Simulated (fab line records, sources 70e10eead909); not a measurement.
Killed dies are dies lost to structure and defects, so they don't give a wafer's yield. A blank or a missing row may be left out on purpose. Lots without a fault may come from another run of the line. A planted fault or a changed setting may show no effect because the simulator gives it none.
A struck lot beside a sound one | flow nand_harc | 14 steps out of a route of 1302
Sound: wafers L729.3, L729.5, L729.6. Struck: wafer L736.4. (L736.2, L736.3 of the same lot were not struck and are left out.) The cause comes at the end.
At each step with rows: each side's tool, then ch and its chambers, then its first start. Under that, the readings that differ: sound wafers | struck wafers | difference of the means | sigmas: that difference in standard deviations of wafers without a fault.
alike: readings whose means differ by less than 2 such deviations, and words and numbers that are the same on both sides. not compared: withheld readings, readings that some wafer has no value for, bounds like >300 that may hide the same value, and numbers for which the record gives no deviation and whose values overlap.
The two part at a step that has a row with sigmas, a row that says differs or no value, or rows on one side only. Numbers that don't overlap but have no deviation are shown without sigmas and don't part them. A reading that every wafer of one side lacks parts them only if that side has two wafers or more.

first, 4 steps without rows for these wafers: NHARC_A_WL_FILL_STRIP_28 (strips in post etch residue remover, time 1200 s); NHARC_A_WL_FILL_PRECLEAN_06 (cleans in DIW, time 300 s); NHARC_A_WL_FILL_SRD_07; NHARC_A_WL_FILL_ANNEAL_08 (time 1800 s).
NHARC_A_WL_FILL_ALD_10: deposits SiO2, target thk 50 nm, pulse time 10 s, ald cycles 500.
  sound on ald_hk-03 ch 1,2,3, day 23 18:33; struck on ald_hk-03 ch 0, day 26 12:01
  alike: heater_power_w, precursor_pulse_height_rel
NHARC_A_WL_FILL_ETCHBACK_16: etches the open film in C4F8/O2/Ar, target depth 120 nm, time 24 s.
  sound on rie_diel-01 ch 0,2,3; struck on rie_diel-01 ch 3
  alike: oes_product_au, rf_vpp_V, run_length_s
  not compared: rf_hours_counter_h
NHARC_A_WL_FILL_STRIP_29: strips in O2, time 20 s.
  sound on rie_diel-01 ch 0,1,2, day 23 22:16; struck on rie_diel-01 ch 3, day 26 16:15
  reading                     | sound       | struck | difference | sigmas
  drypump_motor_current_A (A) | 5.7 5.3 5.0 | 6.1    | +0.8       | +2
  alike: o2_flow_sccm, oes_product_au, rf_vpp_V, showerhead_plenum_p_Torr, throttle_valve_pct
  not compared: rf_hours_counter_h
NHARC_A_WL_FILL_ETCHBACK_17: etches the open film in Cl2/BCl3, target depth 4 nm, time 26.7 s.
  sound on rie_metal-03 ch 0,1, day 23 22:23; struck on rie_metal-03 ch 1, day 26 16:21
  alike: drypump_motor_current_A, oes_product_au, run_length_s
  not compared: rf_hours_counter_h
then, 3 steps without rows for these wafers: NHARC_A_WL_FILL_PRECLEAN_18 (cleans in dHF, time 30 s); NHARC_A_WL_FILL_SRD_21; NHARC_A_WL_FILL_CVD_23 (deposits poly-Si, target thk 40 nm, time 800 s).
NHARC_A_WL_FILL_ETCHBACK_26: etches the open film in HBr, target depth 52 nm, time 13.3 s.
  sound on rie_si-05 ch 1,2,3, day 24 03:37; struck on rie_si-05 ch 0, day 26 21:32
  reading          | sound             | struck | difference | sigmas
  run_length_s (s) | 34.05 35.19 34.30 | 26.66  | -7.85      | -29
  alike: drypump_motor_current_A, oes_product_au, throttle_valve_pct
  not compared: rf_hours_counter_h
then, 1 step without rows for these wafers: NHARC_A_WL_FILL_PRECLEAN_30 (cleans in dHF, time 10 s).
-- the record jumps here: 4 days lie between the struck wafers' starts before and after (it left off in module A_WL_FILL and takes up again in module END, whose first step shown is number 1302 of the route) --
NHARC_END_SORT_01:
  sound on prober-02 ch 0, day 27 12:45; struck on prober-01 ch 0, day 30 11:13
  reading         | sound    | struck                   | difference                   | sigmas
  hold            | - - -    | await_dispo/4.4h/release | no value on the sound wafers |
  killed_at_array | 41 38 35 | 675                      | +637                         | +37
  killed_dies     | 42 42 38 | 677                      | +636                         | +37
  killed_short    | 3 3 5    | 7                        | +3                           | +2
  alike: killed_at_other, killed_at_periphery, killed_open

WHERE THEY PART
First at NHARC_A_WL_FILL_STRIP_29; last, within this record, at NHARC_END_SORT_01.

WHY: what the simulator had put in
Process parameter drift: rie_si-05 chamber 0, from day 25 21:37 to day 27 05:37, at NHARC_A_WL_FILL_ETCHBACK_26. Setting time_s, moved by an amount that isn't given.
